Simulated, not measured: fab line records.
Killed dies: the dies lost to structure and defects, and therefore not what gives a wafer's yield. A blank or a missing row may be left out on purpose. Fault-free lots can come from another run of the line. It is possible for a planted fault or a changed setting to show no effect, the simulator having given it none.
A lot that was struck, set against a sound lot || flow n5Finfet || 15 out of 1938 route steps
Sound: the wafers L183.4, L183.5, L183.6. The struck wafers were L198.2, L198.3. The cause is given at the end.
Per side, at each step with rows, come the tool, then ch with its chambers, and then its first start. Under that, the readings that differ: sound wafers || struck wafers || difference of the means || sigmas: that difference in standard deviations of wafers without a fault.
alike: a reading whose means differ by less than 2 such deviations, as well as words and numbers matching on both sides. not compared: withheld readings; readings where some wafer has no value; bounds like >300 that might hide an equal value; numbers whose values overlap and for which the record gives no deviation.
Wherever a step has rows on one side only, a row that says differs or no value, or a row with sigmas, the two part there. Numbers that don't overlap but have no deviation are shown without sigmas and don't part them. Lack of a reading on every wafer of one side parts them only where that side has two or more wafers.

N5_BEOL_M0_TRENCH_ETCH_107: etches SiOC in C4F6/O2, target depth 32.8 nm, time 16.4 s.
  sound on rieDiel-03 ch 0,1,3, day 6 15:40; struck on rieDiel-04 ch 1,2, day 10 13:47
  alike: biasW, drypumpMotorCurrentA, oesProductAu, rfVppV, showerheadPlenumPTorr, throttleValvePct
  not compared: rfHoursCounterH
N5_BEOL_M0_STRIP_142: strips in N2/H2, time 10 s.
  sound on rieDiel-03 ch 0,1,3, day 6 15:41; struck on rieDiel-04 ch 1,2, day 10 13:49
  alike: biasPowerW, drypumpMotorCurrentA, oesProductAu, rfVppV, showerheadPlenumPTorr, throttleValvePct
  not compared: rfHoursCounterH
N5_BEOL_M0_OCD_MEAS_108:
  sound: ocd-01 at day 6 15:47; struck: ocd-02 at day 10 13:53
  alike: trenchDepthNm
then, 6 steps without rows for these wafers: N5_BEOL_M0_HM_STRIP_129 (strips TiN in peroxide tin strip, target depth 17 nm, time 108 s); N5_BEOL_M0_SRD_130 (time 30 s); N5_BEOL_M0_ETCH_109 (etches SiCN in CH3F/O2, target depth 8 nm, overetch 2.4 nm, time 27.4 s); N5_BEOL_M0_STRIP_139 (strips in post etch residue remover, time 60 s); N5_BEOL_M0_SRD_111 (time 30 s); N5_BEOL_M0_DEGAS_112 (time 60 s).
N5_BEOL_M0_PRE_CLEAN_113: time 30 s.
  sound: pvdSputter-01 at day 6 16:32; struck: pvdSputter-02 at day 10 15:37
  alike: heaterPowerW
N5_BEOL_M0_ALD_136: deposits TaN, pulse time 2 s, purge time 3 s, co reactant purge time 2 s.
  sound on aldMetal-04 ch 1,2, day 6 16:36; struck on aldMetal-02 ch 0,3, day 10 15:41
  alike: heaterPowerW, precursorVesselCarrierSccm
following that, these wafers have no rows for 1 step: N5_BEOL_M0_SURFACE_TREAT_137.
N5_BEOL_M0_CVD_115: deposits Co from CCTBA/H2, time 120 s.
  sound on cvdCo-01 ch 0,1,2, day 6 17:05; struck on cvdCo-01 ch 0,1, day 10 16:09
{"reading": "runLengthS (s)", "sound": "143.3 142.8 142.6", "struck": "72.5 71.5", "difference": -70.9, "sigmas": "-99 or more"}
N5_BEOL_M0_SPUTTER_116: material Cu, target thk 4 nm, time 7.37 s.
  sound: pvdSputter-02 at day 6 17:23; struck: pvdSputter-01 at day 10 16:18
  alike: throttleValvePct
-- here the record skips 2 days between the struck wafers' starts before and after, leaving off in module BEOL_M0 and picking up in module BEOL_M4 (first step shown: number 1111 of the route) --
N5_BEOL_M4_RC_MEAS_101:
  sound on prober-02 ch 0, day 8 19:16; struck on prober-02 ch 0, day 12 22:29
{"reading": "IOFF_P (nA/um)", "sound": "0.17 0.14 0.17", "struck": "0.26 0.24", "difference": "+0.09", "sigmas": "+2"}
{"reading": "VT_N (mV)", "sound": "252 256 253", "struck": "244 250", "difference": -7, "sigmas": -2}
{"reading": "VT_P (mV)", "sound": "-256 -258 -254", "struck": "-248 -248", "difference": "+8", "sigmas": "+2"}
  alike: DIBL_N, DIBL_P, IOFF_N, ION_N, ION_P, SS_N, SS_P

WHERE THEY PART
Earliest at N5_BEOL_M0_CVD_115; latest, in this record, at N5_BEOL_M4_RC_MEAS_101.

WHY: whatever the simulator had introduced
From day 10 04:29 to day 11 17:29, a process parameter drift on cvdCo-01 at N5_BEOL_M0_CVD_115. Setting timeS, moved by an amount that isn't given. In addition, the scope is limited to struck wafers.
